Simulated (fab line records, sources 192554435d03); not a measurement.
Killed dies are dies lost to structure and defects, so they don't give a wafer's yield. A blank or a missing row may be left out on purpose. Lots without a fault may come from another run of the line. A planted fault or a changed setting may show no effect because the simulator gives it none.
Which tool did it? | flow n5_finfet | 6 lots, 16 wafers sampled, at 1 step of a route of 1938

WHAT THE GAUGES READ, wafer by wafer
N5_BEOL_M10_INSPECT_30: inspects for defects (brightfield).
lot  | measured     | on                | raw_defect_count
L710 | day 10 15:45 | defect_inspect-01 | 403 515 564
L712 | day 11 00:50 | defect_inspect-01 | 409 317 453
L713 | day 11 18:47 | defect_inspect-01 | 281 355
L717 | day 12 16:51 | defect_inspect-01 | 294 280 340
L727 | day 15 02:35 | defect_inspect-02 | 333 411
L729 | day 15 10:19 | defect_inspect-02 | 387 300 292

WHICH TOOL RAN EACH LOT (tool, then ch and the chambers of the sampled wafers, then the start)
The record holds no process step before these readings.

THE ANSWER, worked out from the rows above alone
Rule: what is usual is taken from the lots themselves. Put in order of their means at a reading, lots are off if they are a third of the lots or fewer, leave a main group of 4 or more, and stand apart from it by a gap of 3 or more times the standard deviation of the main group's means; of several such gaps the widest counts. A main group whose means are all the same, to the digits that the tables above print for the reading, isn't used. A lot without any number at a reading at which 4 lots or more have one is off too. The other lots that the step has rows for count as sound.
No lot is off at any reading shown: from this, nothing can be told.

WHAT THE SIMULATOR HAD PUT IN
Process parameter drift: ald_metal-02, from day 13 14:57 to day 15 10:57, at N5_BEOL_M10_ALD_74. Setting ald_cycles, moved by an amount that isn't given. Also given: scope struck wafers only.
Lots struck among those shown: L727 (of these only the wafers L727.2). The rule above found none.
